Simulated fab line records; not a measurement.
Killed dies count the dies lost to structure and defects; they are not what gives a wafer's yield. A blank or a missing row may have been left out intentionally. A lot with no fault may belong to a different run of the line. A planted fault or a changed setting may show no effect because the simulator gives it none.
Problem report in the 8D (eight disciplines) form, filled by code / flow n5Finfet / the parts of the form that need people (team, actions taken, sign-off) are left out

1. PROBLEM STATEMENT
runLengthS at N5_PASSIVATION_PECVD_35 reads a mean of 157.6 s on 3 wafers of 2 lots; wafers without a fault read 195.5 s with a standard deviation of 0.72. That is -53 standard deviations from the usual mean.
The step: deposits SiNx from SiH4/NH3/N2, target thk 700 nm, time 151.3 s.
Seen first at day 16 04:55 on pecvd-04, wafer L147.3. The record holds 18 wafers of 6 lots with a number at this step. By rule, "out" or "out of limits" means more than 4 standard deviations away from the usual mean. The rest of the wafers with a number are treated as sound.

2. WHAT IT IS; WHAT IT IS NOT
question=which readings at this step | is=runLengthS | is not=showerheadPlenumPTorr, throttleValvePct
question=which lots | is=L147, L149 | is not=L136, L137, L143, L145
question=which wafers of those lots | is=L147.3, L147.6, L149.6 | is not=L147.1, L149.2, L149.5
question=read on which tools | is=pecvd-04 | is not=pecvd-02
question=when | is=from day 16 04:55 | is not=up to then (13 sound wafers); but 2 sound wafers of L149 came after

3. THE SUSPECTS, EACH WITH WHAT RULES IT OUT
Counting: if a tool at a process step up to the reading ran every lot that is out, it stays a suspect. Sound lots after the first of them don't rule it out here, since some wafers of a struck lot are sound.
- rieDiel-02 at N5_PASSIVATION_DESCUM_32 (chemistry O2, time 7.9 s): kept. Every lot that is out went through it, the first being L147 (day 16 03:41); the last sound lot it ran before that was L145 (day 15 02:14).
- pecvd-04 at N5_PASSIVATION_PECVD_35 (deposits SiNx from SiH4/NH3/N2, target thk 700 nm, time 151.3 s): kept. Every lot that is out went through it, the first being L147 (day 16 04:55); the last sound lot it ran before that was L145 (day 15 03:34). Out on those wafers are its own readings of runLengthS.
Remaining after the count are rieDiel-02 at N5_PASSIVATION_DESCUM_32 and pecvd-04 at N5_PASSIVATION_PECVD_35.

4. THE CAUSE (what the simulator had put in)
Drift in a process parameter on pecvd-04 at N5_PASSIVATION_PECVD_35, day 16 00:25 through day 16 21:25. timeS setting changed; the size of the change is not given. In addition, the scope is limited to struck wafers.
Of the 2 suspects that counting leaves, this tool is one.

5. THE CHAIN OF EFFECTS, in route order
Rows list readings where the struck wafers' mean (over those with a number) sits beyond 3 standard deviations from the usual. Scope: only readings with a usual standard deviation given in the record; hours: median across lots of the time from each lot's start at the first step in this table that gives one to its start at this step; sigmas: change in usual standard deviations.
hours=0; step=N5_PASSIVATION_PECVD_35; reading=runLengthS; usual=195.5 s; on struck wafers=157.6; change=-37.9; sigmas=-53
Here are the process steps it includes:
- N5_PASSIVATION_PECVD_35: deposits SiNx from SiH4/NH3/N2, target thk 700 nm, time 151.3 s.
At these later measuring or inspecting steps, every struck wafer for which the step has a row has a number for every such reading, and none has moved that far: N5_PASSIVATION_CD_MEAS_44, N5_PASSIVATION_OVL_MEAS_66, N5_PASSIVATION_INSPECT_67.

6. WHAT WOULD HAVE CAUGHT IT SOONER
The fault began at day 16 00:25; the first out-of-limits reading in this record came at day 16 04:55, 4 hours later.
